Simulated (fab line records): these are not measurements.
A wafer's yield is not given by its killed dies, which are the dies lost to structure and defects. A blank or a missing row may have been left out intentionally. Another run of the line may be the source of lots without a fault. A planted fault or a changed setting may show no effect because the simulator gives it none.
Which of the tools did it? || flow n5-finfet || 33 wafers from 11 lots sampled at 5 of the route's 1938 steps

## WHAT THE GAUGES SHOWED, per wafer
N5_BEOL_M10_CD_MEAS_18: pitch 140 nm, target cd 70 nm.
{"lot": "L076", "measured": "day 10 00:59", "on": "cd-sem-02", "cd-nm (nm)": "71.5 70.5 69.9"}
{"lot": "L077", "measured": "day 10 07:40", "on": "cd-sem-01", "cd-nm (nm)": "69.4 69.6 69.2"}
{"lot": "L079", "measured": "day 10 14:29", "on": "cd-sem-02", "cd-nm (nm)": "71.1 70.5 71.1"}
{"lot": "L082", "measured": "day 10 20:10", "on": "cd-sem-03", "cd-nm (nm)": "71.0 70.7 70.7"}
{"lot": "L083", "measured": "day 11 02:25", "on": "cd-sem-01", "cd-nm (nm)": "70.1 70.6 70.3"}
{"lot": "L088", "measured": "day 14 17:46", "on": "cd-sem-03", "cd-nm (nm)": "70.5 71.2 70.9"}
{"lot": "L094", "measured": "day 15 07:47", "on": "cd-sem-01", "cd-nm (nm)": "70.0 70.9 70.8"}
{"lot": "L089", "measured": "day 15 17:50", "on": "cd-sem-03", "cd-nm (nm)": "71.4 70.2 71.3"}
{"lot": "L093", "measured": "day 16 14:58", "on": "cd-sem-03", "cd-nm (nm)": "70.1 69.6 70.2"}
{"lot": "L096", "measured": "day 16 18:34", "on": "cd-sem-03", "cd-nm (nm)": "69.4 69.3 69.1"}
{"lot": "L097", "measured": "day 17 03:01", "on": "cd-sem-01", "cd-nm (nm)": "70.0 70.6 69.6"}

## WHICH TOOL RAN EACH LOT (tool, then ch and the chambers of the sampled wafers, then the start)
{"lot": "L076", "N5_BEOL_M9_ALD_74": "ald-metal-02 ch 0,1,3, day 9 21:11", "N5_BEOL_M10_CURE_71": "uv-cure-02 ch 1, day 9 23:28", "N5_BEOL_M10_STRIP_67": "rie-diel-02 ch 0,3, day 10 00:45", "N5_BEOL_M10_HM_OPEN_17": "rie-metal-03 ch 0,1, day 10 00:49"}
{"lot": "L077", "N5_BEOL_M9_ALD_74": "ald-metal-04 ch 0,2, day 10 03:51", "N5_BEOL_M10_CURE_71": "uv-cure-02 ch 0, day 10 05:56", "N5_BEOL_M10_STRIP_67": "rie-diel-04 ch 1,3, day 10 07:26", "N5_BEOL_M10_HM_OPEN_17": "rie-metal-01 ch 0,1, day 10 07:28"}
{"lot": "L079", "N5_BEOL_M9_ALD_74": "ald-metal-01 ch 1,2, day 10 10:51", "N5_BEOL_M10_CURE_71": "uv-cure-03 ch 1, day 10 12:26", "N5_BEOL_M10_STRIP_67": "rie-diel-03 ch 1,2, day 10 14:10", "N5_BEOL_M10_HM_OPEN_17": "rie-metal-01 ch 1, day 10 14:13"}
{"lot": "L082", "N5_BEOL_M9_ALD_74": "ald-metal-02 ch 0,1,3, day 10 15:59", "N5_BEOL_M10_CURE_71": "uv-cure-02 ch 1, day 10 18:43", "N5_BEOL_M10_STRIP_67": "rie-diel-02 ch 1,2,3, day 10 19:56", "N5_BEOL_M10_HM_OPEN_17": "rie-metal-02 ch 0,1, day 10 19:59"}
{"lot": "L083", "N5_BEOL_M9_ALD_74": "ald-metal-02 ch 0,1,3, day 10 22:53", "N5_BEOL_M10_CURE_71": "uv-cure-02 ch 0, day 11 00:31", "N5_BEOL_M10_STRIP_67": "rie-diel-02 ch 0,2,3, day 11 02:07", "N5_BEOL_M10_HM_OPEN_17": "rie-metal-03 ch 0, day 11 02:09"}
{"lot": "L088", "N5_BEOL_M9_ALD_74": "ald-metal-02 ch 0,1, day 14 12:49", "N5_BEOL_M10_CURE_71": "uv-cure-01 ch 2, day 14 14:27", "N5_BEOL_M10_STRIP_67": "rie-diel-04 ch 0,1,3, day 14 17:32", "N5_BEOL_M10_HM_OPEN_17": "rie-metal-02 ch 0,1, day 14 17:35"}
{"lot": "L094", "N5_BEOL_M9_ALD_74": "ald-metal-02 ch 2,3, day 15 02:09", "N5_BEOL_M10_CURE_71": "uv-cure-03 ch 0, day 15 04:01", "N5_BEOL_M10_STRIP_67": "rie-diel-03 ch 0,1, day 15 07:27", "N5_BEOL_M10_HM_OPEN_17": "rie-metal-01 ch 0,1, day 15 07:32"}
{"lot": "L089", "N5_BEOL_M9_ALD_74": "ald-metal-02 ch 1,2,3, day 15 12:32", "N5_BEOL_M10_CURE_71": "uv-cure-03 ch 0, day 15 14:29", "N5_BEOL_M10_STRIP_67": "rie-diel-03 ch 2,3, day 15 17:36", "N5_BEOL_M10_HM_OPEN_17": "rie-metal-02 ch 0,1, day 15 17:40"}
{"lot": "L093", "N5_BEOL_M9_ALD_74": "ald-metal-01 ch 1,2,3, day 16 10:23", "N5_BEOL_M10_CURE_71": "uv-cure-02 ch 1, day 16 12:04", "N5_BEOL_M10_STRIP_67": "rie-diel-04 ch 0,1,2, day 16 14:44", "N5_BEOL_M10_HM_OPEN_17": "rie-metal-01 ch 0,1, day 16 14:46"}
{"lot": "L096", "N5_BEOL_M9_ALD_74": "ald-metal-02 ch 2,3, day 16 14:44", "N5_BEOL_M10_CURE_71": "uv-cure-01 ch 2, day 16 16:23", "N5_BEOL_M10_STRIP_67": "rie-diel-04 ch 0,1,2, day 16 18:21", "N5_BEOL_M10_HM_OPEN_17": "rie-metal-02 ch 1, day 16 18:23"}
{"lot": "L097", "N5_BEOL_M9_ALD_74": "ald-metal-04 ch 0,1,3, day 16 21:07", "N5_BEOL_M10_CURE_71": "uv-cure-03 ch 0, day 16 23:11", "N5_BEOL_M10_STRIP_67": "rie-diel-04 ch 0,2,3, day 17 02:48", "N5_BEOL_M10_HM_OPEN_17": "rie-metal-01 ch 0,1, day 17 02:50"}
- N5_BEOL_M9_ALD_74: deposits TaN, target thk 2 nm, pulse time 2 s, purge time 3 s.
- N5_BEOL_M10_CURE_71: cures SiCOH lowk, time 240 s.
- N5_BEOL_M10_STRIP_67: strips in CF4.
- N5_BEOL_M10_HM_OPEN_17: chemistry Cl2/BCl3, target TiN, target depth 20 nm, overetch 6 nm.

## THE ANSWER, worked out from the rows above alone
Rule: what is usual is taken from the lots themselves. The widest of any qualifying gaps counts: lots, ordered by their means at a reading, are off when they make up no more than a third of the lots, leave a main group of 4 or more, and stand apart from it by 3 or more times the standard deviation of that group's means. If all means in a main group match to the digits the tables above print for the reading, that group is not used. Also off: a lot with no number at a reading for which 4 or more lots have one. All remaining lots with rows at the step are treated as sound.
No lot is off at any reading shown: from this, nothing can be told.

## WHAT THE SIMULATOR PUT IN
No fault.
